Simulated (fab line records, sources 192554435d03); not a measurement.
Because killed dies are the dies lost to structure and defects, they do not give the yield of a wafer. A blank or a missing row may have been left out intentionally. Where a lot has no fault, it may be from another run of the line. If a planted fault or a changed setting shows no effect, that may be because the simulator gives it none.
fab line records	flow n5Finfet
record: lots: 10	wafers: 30	lastDay: 17
route steps=1938 shown BEOL_M11@1549 PASSIVATION@1936
lots untouched by any fault: they come from a run of this same line in which no faults occurred
startH: the number of hours between the record's first day and the start of the first shown wafer of the lot	waitH: how many hours have passed since the lot's step before this one	" identical to the entry in the row above	L1.1+2: a row that stands for several wafers	- no value, or no start given	* or withheld: withheld	< > ~ a bound
route shown NAME@n: names a module that has steps shown in the file, with the first one's number in the route	usual: the fault-free wafers' mean and standard deviation	same: alike in all rows	chamber/n: place in a boat	sites: the reading at each site	_std_site: how widely they spread, as a standard deviation	_edge_site: mean of outer sites minus mean of inner sites	radiusMm: for every site, how far away it sits from the centre of the wafer	mask NAME#n: copy n	behind: the tool/chamber that last shaped the wafer	hold: what put the lot on hold/how long, in hours/how the hold closed	device: the transistor (n, p or np) that didn't switch	end of line: the route-end tests of the same wafers	step lacking rows: just its recipe	killed: dies that structure and defects cost at the first sort, which is not the same as the wafer's yield	map: a wafer's dies, marking killed ones x, the rest . and places with no die _
set.NAME: setting as actually run; set.NAME@STEP: the setting as run at that earlier step	model.NAME: the simulator's own value behind a step, which no gauge read
a sample of lots followed through the steps of the route, with each step as a table and each wafer as a row
services: from which hour (startH, from the record's first day; less than 0 if before it) a tool's chamber was out of use, for how many hours, and why
== steps ==
step: N5_BEOL_M11_CD_MEAS_11
recipe: targetCdNm: 64.1	landingEnergyEv: 500	detector: seInlens	polarity: opening
usual: cdNm: 64.3/0.42
lot.wafer	tool	chamber	startH	waitH	cdNm
L114.1	cdSem-01	0	250.10	-	63.5
L114.4	"	0	"	"	64.1
L114.5	"	0	"	"	65.0
L115.1	cdSem-01	0	251.36	-	64.5
L115.5	"	0	"	"	64.3
L115.6	"	0	"	"	64.2
L116.2	cdSem-03	0	271.25	-	63.4
L116.3	"	0	"	"	64.0
L116.6	"	0	"	"	64.0
L119.1	cdSem-02	0	293.58	-	64.1
L119.2	"	0	"	"	64.9
L119.6	"	0	"	"	64.4
L121.1	cdSem-03	0	297.03	-	63.6
L121.2	"	0	"	"	64.5
L121.6	"	0	"	"	64.6
L120.1	cdSem-01	0	304.81	-	64.4
L120.3	"	0	"	"	64.1
L120.6	"	0	"	"	63.6
L125.1	cdSem-03	0	314.11	-	64.3
L125.4	"	0	"	"	63.6
L125.5	"	0	"	"	63.9
L128.1	cdSem-03	0	339.29	-	64.2
L128.2	"	0	"	"	64.4
L128.5	"	0	"	"	63.8
L130.3	cdSem-02	0	362.93	-	64.3
L130.4	"	0	"	"	64.3
L130.5	"	0	"	"	64.3
L132.3	cdSem-03	0	368.09	-	64.5
L132.5	"	0	"	"	65.0
L132.6	"	0	"	"	63.9
step: N5_BEOL_M11_STRIP_19
recipe: chemistry: O2	powerW: 400	tempC: 40	pressureMtorr: 30	rfFrequencyHz: 6e+07	biasPowerW: 0	overashFraction: 0.2	o2FlowSccm: 225
usual: drypumpMotorCurrentA: 5.5/0.31	oesProductAu: 0.79/0.083	rfVppV: 3.7/0.59	showerheadPlenumPTorr: 2.08/0.083	throttleValvePct: 16.60/0.26
same: biasPowerW: 0
lot.wafer	tool	chamber	startH	waitH	drypumpMotorCurrentA	oesProductAu	rfHoursCounterH	rfVppV	showerheadPlenumPTorr	throttleValvePct
L114.1	rieDiel-03	1	250.71	0.1	5.2	0.75	156	3.9	1.92	16.44
L114.4	"	0	"	"	5.6	0.71	-	2.7	2.07	16.60
L114.5	"	2	"	"	5.3	0.72	-	3.9	2.09	17.18
L115.1	rieDiel-03	2	251.92	0.1	5.3	0.73	187	3.1	2.09	17.18
L115.5	"	1	"	"	5.2	0.77	-	4.5	1.92	16.44
L115.6	"	2	"	"	5.3	0.73	-	2.9	2.09	17.17
L116.2	rieDiel-03	2	271.83	0.2	5.3	0.71	194	3.5	2.08	17.20
L116.3	"	1	"	"	5.2	0.75	163	3.2	1.92	16.45
L116.6	"	1	"	"	5.2	0.75	-	4.4	1.92	16.46
L119.1	rieDiel-01	3	294.05	0.1	5.7	0.73	163	3.9	2.00	16.39
L119.2	"	0	"	"	5.1	0.79	98	3.4	2.12	16.84
L119.6	"	3	"	"	5.7	0.74	-	2.6	2.00	16.40
L121.1	rieDiel-03	2	297.55	0.1	5.3	0.72	203	2.6	2.08	17.20
L121.2	"	0	"	"	5.6	0.70	238	3.2	2.07	16.65
L121.6	"	2	"	"	5.3	0.71	-	4.7	2.08	17.18
L120.1	rieDiel-01	3	305.50	0.2	5.7	0.74	166	2.8	2.00	16.41
L120.3	"	1	"	"	5.6	0.68	250	3.4	2.15	16.85
L120.6	"	0	"	"	5.1	0.79	-	4.4	2.12	16.85
L125.1	rieDiel-06	0	314.68	0.2	5.5	0.84	91	2.9	2.12	16.44
L125.4	"	1	"	"	6.0	0.84	-	2.6	2.12	16.40
L125.5	"	0	"	"	5.4	0.83	-	4.2	2.12	16.45
L128.1	rieDiel-01	2	340.48	0.3	5.7	0.98	5	3.7	2.06	16.46
L128.2	"	3	"	"	5.7	0.72	181	3.6	2.00	16.44
L128.5	"	3	"	"	5.6	0.73	-	3.6	2.00	16.43
L130.3	rieDiel-03	2	363.52	0.1	5.3	0.70	225	3.2	2.07	17.26
L130.4	"	0	"	"	5.6	1.00	1	4.0	2.06	16.22
L130.5	"	0	"	"	5.6	0.99	-	5.3	2.06	16.21
L132.3	rieDiel-06	2	368.85	0.3	5.9	0.73	157	3.5	2.18	16.48
L132.5	"	2	"	"	6.0	0.74	-	3.4	2.18	16.49
L132.6	"	1	"	"	6.0	0.83	-	2.8	2.12	16.43
step: N5_BEOL_M11_EXPOSE_25
recipe: maskId: V10	na: 1.35	sourceShape: annular	sigmaInner: 0.5	sigmaOuter: 0.8	polarization: unpolarized	doseMj: 85.5
usual: reticleTempC: 23.00/0.14
lot.wafer	tool	chamber	startH	waitH	mask	reticleTempC
L114.1	arfiScanner-02	0	251.02	-	V10#0	23.02
L114.4	"	0	"	"	V10#0	22.91
L114.5	"	0	"	"	V10#0	22.89
L115.1	arfiScanner-01	0	257.40	-	V10#0	22.79
L115.5	"	0	"	"	V10#0	22.86
L115.6	"	0	"	"	V10#0	22.89
L116.2	arfiScanner-02	0	273.57	-	V10#0	23.03
L116.3	"	0	"	"	V10#0	23.01
L116.6	"	0	"	"	V10#0	23.27
L119.1	arfiScanner-02	0	295.45	-	V10#0	23.17
L119.2	"	0	"	"	V10#0	23.11
L119.6	"	0	"	"	V10#0	23.17
L121.1	arfiScanner-01	0	299.41	-	V10#0	23.08
L121.2	"	0	"	"	V10#0	22.86
L121.6	"	0	"	"	V10#0	22.90
L120.1	arfiScanner-03	0	306.77	-	V10#0	23.09
L120.3	"	0	"	"	V10#0	23.02
L120.6	"	0	"	"	V10#0	23.12
L125.1	arfiScanner-01	0	317.14	-	V10#0	22.95
L125.4	"	0	"	"	V10#0	23.00
L125.5	"	0	"	"	V10#0	23.21
L128.1	arfiScanner-03	0	342.81	-	V10#0	23.35
L128.2	"	0	"	"	V10#0	23.21
L128.5	"	0	"	"	V10#0	23.23
L130.3	arfiScanner-03	0	365.07	-	V10#0	22.62
L130.4	"	0	"	"	V10#0	23.02
L130.5	"	0	"	"	V10#0	22.92
L132.3	arfiScanner-03	0	372.14	-	V10#0	23.01
L132.5	"	0	"	"	V10#0	22.91
L132.6	"	0	"	"	V10#0	23.03
step: N5_BEOL_M11_OVL_MEAS_29
recipe: pointsPerWafer: 44
usual: V10_OVL: 0.1/0.74
lot.wafer	tool	chamber	startH	waitH	V10_OVL[nm]
L114.1	overlay-01	0	251.19	0.0	0.2
L114.4	"	0	"	"	-0.3
L114.5	"	0	"	"	0.3
L115.1	overlay-01	0	257.57	0.0	0.5
L115.5	"	0	"	"	-1.0
L115.6	"	0	"	"	0.0
L116.2	overlay-01	0	273.72	0.0	-0.2
L116.3	"	0	"	"	0.6
L116.6	"	0	"	"	-0.3
L119.1	overlay-02	0	295.62	0.0	0.5
L119.2	"	0	"	"	0.0
L119.6	"	0	"	"	-0.7
L121.1	overlay-02	0	299.58	0.0	8.6
L121.2	"	0	"	"	9.2
L121.6	"	0	"	"	9.3
L120.1	overlay-02	0	306.96	0.1	-0.6
L120.3	"	0	"	"	-0.5
L120.6	"	0	"	"	0.2
L125.1	overlay-02	0	317.30	0.0	8.1
L125.4	"	0	"	"	10.0
L125.5	"	0	"	"	8.6
L128.1	overlay-02	0	342.97	0.0	-1.2
L128.2	"	0	"	"	-0.3
L128.5	"	0	"	"	-0.2
L130.3	overlay-01	0	365.22	0.0	0.0
L130.4	"	0	"	"	1.9
L130.5	"	0	"	"	-0.3
L132.3	overlay-01	0	372.29	0.0	0.0
L132.5	"	0	"	"	1.3
L132.6	"	0	"	"	-0.5
step: N5_BEOL_M11_DESCUM_33
recipe: chemistry: O2	timeS: 7.9	sourcePowerW: 50	biasPowerW: 20	pressureMtorr: 20	rfFrequencyHz: 2.712e+07	tempC: 40	resist: CAR-ArF	o2FlowSccm: 225
usual: biasPowerW: 20.01/0.065	drypumpMotorCurrentA: 5.5/0.33	oesProductAu: 0.80/0.09	rfVppV: 243.1/1.4	showerheadPlenumPTorr: 2.10/0.078	throttleValvePct: 20.32/0.23
lot.wafer	tool	chamber	startH	waitH	biasPowerW	drypumpMotorCurrentA	oesProductAu	rfHoursCounterH	rfVppV	showerheadPlenumPTorr	throttleValvePct
L114.1	rieDiel-01	3	251.25	0.0	20.08	5.7	0.74	150	241.6	2.00	20.09
L114.4	"	0	"	"	20.04	5.1	0.82	90	243.3	2.12	20.64
L114.5	"	3	"	"	20.11	5.7	0.75	-	240.7	2.00	20.12
L115.1	rieDiel-03	2	257.63	0.0	20.00	5.4	0.73	189	243.1	2.08	20.96
L115.5	"	0	"	"	19.95	5.6	0.71	-	241.3	2.07	20.31
L115.6	"	1	"	"	19.99	5.2	0.76	-	240.2	1.92	20.17
L116.2	rieDiel-06	3	273.98	0.2	20.10	5.1	0.71	240	243.5	1.98	20.47
L116.3	"	0	"	"	19.94	5.5	0.85	81	244.0	2.12	20.19
L116.6	"	3	"	"	20.04	5.1	0.70	-	241.3	1.98	20.47
L119.1	rieDiel-06	2	295.67	0.0	20.04	6.0	0.76	132	243.9	2.19	20.17
L119.2	"	3	"	"	20.07	5.1	0.70	245	242.1	1.97	20.49
L119.6	"	3	"	"	20.03	5.1	0.70	-	243.0	1.97	20.48
L121.1	rieDiel-06	2	299.63	0.0	19.93	6.0	0.77	133	244.4	2.19	20.17
L121.2	"	0	"	"	20.00	5.5	0.84	86	242.3	2.12	20.19
L121.6	"	2	"	"	19.89	6.0	0.77	-	244.7	2.19	20.18
L120.1	rieDiel-06	2	307.02	0.0	20.01	5.9	0.76	136	244.9	2.19	20.19
L120.3	"	0	"	"	20.16	5.5	0.83	89	244.4	2.12	20.19
L120.6	"	2	"	"	20.00	5.9	0.76	-	244.0	2.19	20.19
L125.1	rieDiel-03	0	317.95	0.6	19.96	5.6	0.69	244	241.1	2.06	20.32
L125.4	"	2	"	"	19.96	5.3	0.70	209	243.9	2.07	20.99
L125.5	"	3	"	"	19.86	5.7	0.94	-	244.0	2.06	20.40
L128.1	rieDiel-01	3	343.11	0.1	19.98	5.7	0.72	182	241.8	1.99	20.15
L128.2	"	0	"	"	19.98	5.1	0.77	117	244.3	2.11	20.67
L128.5	"	3	"	"	20.13	5.7	0.72	-	241.0	1.99	20.14
L130.3	rieDiel-06	0	365.28	0.0	19.99	5.4	0.81	108	241.2	2.11	20.22
L130.4	"	1	"	"	20.03	6.0	0.83	85	242.2	2.11	20.21
L130.5	"	2	"	"	20.01	5.9	0.74	-	245.7	2.18	20.21
L132.3	rieDiel-06	1	372.34	0.0	20.10	6.0	0.83	88	243.6	2.11	20.21
L132.5	"	2	"	"	19.95	6.0	0.75	-	243.1	2.18	20.22
L132.6	"	3	"	"	19.99	5.1	0.95	-	245.4	2.23	20.12
step: N5_PASSIVATION_PROBE_49
usual: defectLimitedYield: 91.0/1.5	killed_at_M0_to_M3: 37/12	killed_at_M4_up: 13/5	killedAtContacts: 13/6.1	killedAtFrontEnd: 39/11	killedAtOther: 4/3.2	killedDies: 106/17	killedOpen: 69/12	killedShort: 35/7.9	sort_bin_5_function: 5.3/1	sort_bin_6_memory: 3.3/0.68	sortNPass: 1074/17	sortYieldPct: 91.0/1.5
same: grossDies: 1180	killedAtBackSide: 0	sort_bin_4_leakage[%]: 0	sort_bin_8_speed[%]: 0
lot.wafer	tool	chamber	startH	waitH	defectLimitedYield[%]	killed_at_M0_to_M3	killed_at_M4_up	killedAtContacts	killedAtFrontEnd	killedAtOther	killedDies	killedOpen	killedShort	sort_bin_5_function[%]	sort_bin_6_memory[%]	sortNPass	sortYieldPct[%]
L114.1	prober-02	-	292.11	0.0	91.9	31	14	9	38	4	96	61	30	4.4	3.1	1084	91.9
L114.4	prober-02	-	292.26	0.2	91.5	31	14	7	41	7	100	70	29	5.2	3.1	1080	91.5
L114.5	prober-02	-	292.31	0.2	89.5	47	6	14	54	3	124	79	44	5.2	4.7	1056	89.5
L116.2	prober-02	-	324.28	0.1	92.0	33	23	14	20	4	94	60	34	4.7	2.9	1086	92.0
L116.3	prober-02	-	324.33	0.1	91.2	33	10	8	51	2	104	65	38	5.3	3.1	1076	91.2
L116.6	prober-02	-	324.48	0.3	91.7	31	14	23	26	4	98	69	29	4.8	3.1	1082	91.7
L121.1	prober-02	-	346.18	0.3	89.7	50	20	6	45	0	121	80	40	5.8	4.2	1059	89.7
L121.2	prober-02	-	346.23	0.4	90.8	54	6	11	36	2	109	80	26	6.2	2.8	1071	90.8
L121.6	prober-02	-	346.43	0.6	92.5	39	10	8	31	0	88	62	25	4.4	2.8	1092	92.5
L120.1	prober-02	-	355.92	0.0	89.1	57	14	14	41	3	129	80	48	6.5	3.9	1051	89.1
L120.3	prober-02	-	356.02	0.1	91.4	51	12	16	21	2	102	66	34	5.5	2.7	1078	91.4
L120.6	prober-02	-	356.17	0.3	92.7	24	22	5	30	5	86	56	27	4.7	2.4	1094	92.7
L125.1	prober-02	-	361.69	0.1	90.0	43	8	13	48	6	118	80	38	5.2	4.7	1062	90.0
L125.4	prober-02	-	361.84	0.3	91.2	26	18	11	48	1	104	82	22	5.8	2.9	1076	91.2
L125.5	prober-02	-	361.89	0.3	88.9	45	19	22	39	6	131	84	45	6.8	3.9	1049	88.9
L128.1	prober-01	-	390.37	0.0	88.6	56	16	8	45	9	134	79	52	7.0	3.7	1046	88.6
L128.2	prober-01	-	390.42	0.1	91.0	34	16	14	35	7	106	65	39	5.2	3.6	1074	91.0
L128.5	prober-01	-	390.57	0.2	91.1	37	14	10	38	6	105	63	39	5.1	3.5	1075	91.1
L130.3	prober-02	-	409.56	0.1	92.5	23	9	7	48	2	89	59	27	4.9	2.5	1091	92.5
L130.4	prober-02	-	409.61	0.2	93.6	19	16	5	32	4	76	52	22	3.5	2.8	1104	93.6
L130.5	prober-02	-	409.66	0.2	90.0	46	21	14	34	3	118	79	38	6.1	3.5	1062	90.0
L132.3	prober-01	-	414.82	0.1	90.6	40	12	22	32	5	111	81	29	5.8	3.1	1069	90.6
L132.5	prober-01	-	414.92	0.2	89.4	44	10	30	41	0	125	86	35	5.6	4.2	1055	89.4
L132.6	prober-01	-	414.97	0.3	88.5	62	14	22	38	0	136	90	45	6.4	4.8	1044	88.5
killed by level:class
L114.1 STI_FIN_REVEAL:geometricParticle:open=13 MOL_CONTACT_COAG:geometricParticle:open=8 BEOL_M0_SAQP:geometricParticle:open=8 FIN_SAQP:geometricParticle:open=7 BEOL_M0_SAQP:geometricParticle:short=7 BEOL_M4:geometricParticle:open=6 BEOL_M3:geometricParticle:open=5 BEOL_M4:geometricParticle:short=4
L114.4 STI_FIN_REVEAL:geometricParticle:open=13 FIN_SAQP:geometricParticle:open=8 BEOL_M0_SAQP:geometricParticle:open=7 BEOL_M0_SAQP:geometricParticle:short=6 MOL_CONTACT_COAG:geometricParticle:open=5 BEOL_M0:geometricParticle:open=5 BEOL_M2:geometricParticle:open=5 GATE_CUT:geometricParticle:short=4
L114.5 STI_FIN_REVEAL:geometricParticle:open=14 MOL_CONTACT_COAG:geometricParticle:open=12 BEOL_M0_SAQP:geometricParticle:open=10 BEOL_M0_SAQP:geometricParticle:short=9 FIN_SAQP:geometricParticle:open=8 FIN_SAQP:geometricParticle:short=8 GATE_CUT:geometricParticle:short=8 BEOL_M2:geometricParticle:open=7
L116.2 BEOL_M1:geometricParticle:open=15 MOL_CONTACT_COAG:geometricParticle:open=10 BEOL_M4:geometricParticle:open=9 BEOL_M0_SAQP:geometricParticle:short=6 GATE_CUT:geometricParticle:short=5 BEOL_M4:geometricParticle:short=5 MOL_CONTACT_COAG:geometricParticle:short=4 BEOL_M2:geometricParticle:open=4
L116.3 FIN_SAQP:geometricParticle:short=15 BEOL_M0_SAQP:geometricParticle:open=12 FIN_SAQP:geometricParticle:open=11 BEOL_M0_SAQP:geometricParticle:short=7 BEOL_M2:geometricParticle:open=7 MOL_CONTACT_COAG:geometricParticle:open=6 BEOL_M5:geometricParticle:open=6 STI_FIN_REVEAL:geometricParticle:open=4
L116.6 MOL_CONTACT_COAG:geometricParticle:open=17 BEOL_M2:geometricParticle:open=12 BEOL_M5:geometricParticle:open=8 DUMMY_GATE:geometricParticle:open=7 BEOL_M0_SAQP:geometricParticle:short=7 MOL_CONTACT_COAG:geometricParticle:short=6 BEOL_M1:geometricParticle:open=5 FIN_SAQP:geometricParticle:open=4
L121.1 FIN_SAQP:geometricParticle:open=18 FIN_SAQP:geometricParticle:short=17 BEOL_M3:geometricParticle:open=12 BEOL_M2:geometricParticle:open=11 BEOL_M0_SAQP:geometricParticle:short=8 BEOL_M1:geometricParticle:open=8 MOL_CONTACT_COAG:geometricParticle:open=6 BEOL_M0_SAQP:geometricParticle:open=5
L121.2 BEOL_M1:geometricParticle:open=15 MOL_CONTACT_COAG:geometricParticle:open=10 BEOL_M3:geometricParticle:open=10 BEOL_M1:geometricParticle:short=8 STI_FIN_REVEAL:geometricParticle:open=7 BEOL_M0_SAQP:geometricParticle:open=7 BEOL_M2:geometricParticle:open=7 DUMMY_GATE:geometricParticle:open=5
L121.6 BEOL_M3:geometricParticle:open=10 STI_FIN_REVEAL:geometricParticle:open=9 DUMMY_GATE:geometricParticle:open=9 BEOL_M2:geometricParticle:open=8 BEOL_M0_SAQP:geometricParticle:open=7 FIN_SAQP:geometricParticle:short=5 MOL_CONTACT_COAG:geometricParticle:open=5 BEOL_M0_SAQP:geometricParticle:short=4
L120.1 BEOL_M0_SAQP:geometricParticle:short=22 STI_FIN_REVEAL:geometricParticle:open=15 BEOL_M0_SAQP:geometricParticle:open=15 MOL_CONTACT_COAG:geometricParticle:open=10 GATE_CUT:geometricParticle:short=6 DUMMY_GATE:geometricParticle:open=5 BEOL_M3:geometricParticle:open=5 BEOL_M5:geometricParticle:open=5
L120.3 BEOL_M0_SAQP:geometricParticle:short=16 MOL_CONTACT_COAG:geometricParticle:open=15 BEOL_M0_SAQP:geometricParticle:open=15 BEOL_M2:geometricParticle:open=9 STI_FIN_REVEAL:geometricParticle:open=5 GATE_CUT:geometricParticle:short=5 BEOL_M3:geometricParticle:open=4 BEOL_M1:geometricParticle:open=3
L120.6 BEOL_M4:geometricParticle:open=9 GATE_CUT:geometricParticle:short=5 BEOL_M0_SAQP:geometricParticle:open=5 BEOL_M0_SAQP:geometricParticle:short=5 BEOL_M2:geometricParticle:open=5 STI_FIN_REVEAL:geometricParticle:open=4 DUMMY_GATE:geometricParticle:open=4 SPACER0:geometricParticle:open=4
L125.1 BEOL_M3:geometricParticle:open=13 STI_FIN_REVEAL:geometricParticle:open=12 MOL_CONTACT_COAG:geometricParticle:open=11 FIN_SAQP:geometricParticle:short=10 FIN_SAQP:geometricParticle:open=10 BEOL_M2:geometricParticle:open=7 BEOL_M1:geometricParticle:open=6 BEOL_M0_SAQP:geometricParticle:short=5
L125.4 FIN_SAQP:geometricParticle:open=16 STI_FIN_REVEAL:geometricParticle:open=13 MOL_CONTACT_COAG:geometricParticle:open=11 BEOL_M4:geometricParticle:open=7 BEOL_M1:geometricParticle:open=6 BEOL_M3:geometricParticle:open=5 ILD0:geometricParticle:short=3 GATE_CUT:geometricParticle:open=3
L125.5 MOL_CONTACT_COAG:geometricParticle:open=13 BEOL_M3:geometricParticle:open=11 BEOL_M4:geometricParticle:open=10 MOL_CONTACT_COAG:geometricParticle:short=9 BEOL_M1:geometricParticle:open=9 FIN_SAQP:geometricParticle:open=7 GATE_CUT:geometricParticle:short=5 GATE_CUT:geometricParticle:open=5
L128.1 FIN_SAQP:geometricParticle:open=14 BEOL_M2:geometricParticle:open=14 BEOL_M0_SAQP:geometricParticle:short=13 FIN_SAQP:geometricParticle:short=9 BEOL_M0_SAQP:geometricParticle:open=9 BEOL_M3:geometricParticle:open=8 STI_FIN_REVEAL:geometricParticle:open=5 BEOL_M0:geometricParticle:short=5
L128.2 MOL_CONTACT_COAG:geometricParticle:open=13 BEOL_M0_SAQP:geometricParticle:short=10 FIN_SAQP:geometricParticle:short=7 STI_FIN_REVEAL:geometricParticle:open=6 GATE_CUT:geometricParticle:short=6 BEOL_M1:geometricParticle:open=6 BEOL_M4:geometricParticle:open=6 ILD0:geometricParticle:open=5
L128.5 FIN_SAQP:geometricParticle:short=12 BEOL_M2:geometricParticle:open=11 MOL_CONTACT_COAG:geometricParticle:open=8 BEOL_M0_SAQP:geometricParticle:open=7 BEOL_M1:geometricParticle:open=7 FIN_SAQP:geometricParticle:open=5 GATE_CUT:geometricParticle:short=5 BEOL_M4:geometricParticle:short=4
L130.3 STI_FIN_REVEAL:geometricParticle:open=10 FIN_SAQP:geometricParticle:open=8 DUMMY_GATE:geometricParticle:open=7 BEOL_M2:geometricParticle:open=7 ILD0:geometricParticle:short=5 MOL_CONTACT_COAG:geometricParticle:open=5 BEOL_M2:geometricParticle:short=4 BEOL_M3:geometricParticle:open=4
L130.4 BEOL_M4:geometricParticle:open=12 STI_FIN_REVEAL:geometricParticle:open=10 BEOL_M2:geometricParticle:open=7 BEOL_M0_SAQP:geometricParticle:open=6 FIN_SAQP:geometricParticle:short=5 STARTING-WAFER:geometricParticle:short=4 MOL_CONTACT_COAG:geometricParticle:open=4 BEOL_M0_SAQP:geometricParticle:short=3
L130.5 BEOL_M0_SAQP:geometricParticle:open=14 BEOL_M4:geometricParticle:open=13 MOL_CONTACT_COAG:geometricParticle:open=12 BEOL_M0_SAQP:geometricParticle:short=10 BEOL_M2:geometricParticle:open=9 STI_FIN_REVEAL:geometricParticle:open=8 BEOL_M3:geometricParticle:open=6 FIN_SAQP:geometricParticle:short=4
L132.3 MOL_CONTACT_COAG:geometricParticle:open=19 BEOL_M3:geometricParticle:open=11 BEOL_M2:geometricParticle:open=10 BEOL_M0_SAQP:geometricParticle:open=9 BEOL_M0_SAQP:geometricParticle:short=8 FIN_SAQP:geometricParticle:open=7 STI_FIN_REVEAL:geometricParticle:open=5 FIN_SAQP:geometricParticle:short=4
L132.5 MOL_CONTACT_COAG:geometricParticle:open=22 BEOL_M2:geometricParticle:open=17 STI_FIN_REVEAL:geometricParticle:open=8 MOL_CONTACT_COAG:geometricParticle:short=8 BEOL_M4:geometricParticle:open=8 BEOL_M3:geometricParticle:open=8 FIN_SAQP:geometricParticle:short=6 BEOL_M0_SAQP:geometricParticle:short=6
L132.6 BEOL_M0_SAQP:geometricParticle:short=18 BEOL_M0_SAQP:geometricParticle:open=17 MOL_CONTACT_COAG:geometricParticle:open=16 STI_FIN_REVEAL:geometricParticle:open=12 FIN_SAQP:geometricParticle:short=8 BEOL_M2:geometricParticle:open=8 BEOL_M3:geometricParticle:open=8 BEOL_M1:geometricParticle:open=7
== services ==
tool	chamber	startH	hours	kind
arfiScanner-03	-	234.48	0.8	pm
rieDiel-03	2	241.27	5.7	repair
arfiScanner-02	-	244.51	0.8	pm
rieDiel-03	3	244.60	9.1	repair
arfiScanner-03	-	244.64	7.2	repair
arfiScanner-02	-	268.50	1.3	pm
rieDiel-06	2	269.26	3.9	repair
rieDiel-01	0	275.92	17.7	repair
arfiScanner-03	-	289.58	1.3	pm
arfiScanner-03	-	291.30	3.9	pm
arfiScanner-01	-	311.37	1.3	pm
rieDiel-06	3	313.37	-	clean
arfiScanner-02	-	316.36	1.0	pm
arfiScanner-02	-	317.69	4.9	pm
arfiScanner-01	-	328.13	3.1	pm
arfiScanner-01	-	331.42	0.8	pm
rieDiel-03	-	339.99	0.7	repair
arfiScanner-01	-	343.91	0.3	repair
arfiScanner-01	-	345.48	1.2	repair
rieDiel-06	0	356.11	2.4	repair
rieDiel-01	0	358.70	5.0	repair
arfiScanner-02	-	363.23	3.7	repair
rieDiel-03	0	364.52	16.1	repair
rieDiel-01	0	367.00	3.0	repair
== key ==
firstSign: step: N5_BEOL_M11_OVL_MEAS_29	reading: V10_OVL	direction: up	sigmas: 12	usual: 0.1	struck: 9.0
effect none on later readings
metAt N5_BEOL_M11_EXPOSE_25
struckLots L121,L125
notActingAt N5_BEOL_M11_CD_MEAS_11,N5_BEOL_M11_STRIP_19,N5_BEOL_M11_DESCUM_33
onsetBetween 257.40 299.41
fault: kind: scannerMatchingOverlay	tool: arfiScanner-01	chamber: -	onsetH: 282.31	steps: N5_BEOL_M11_EXPOSE_25	offset: 9.4532
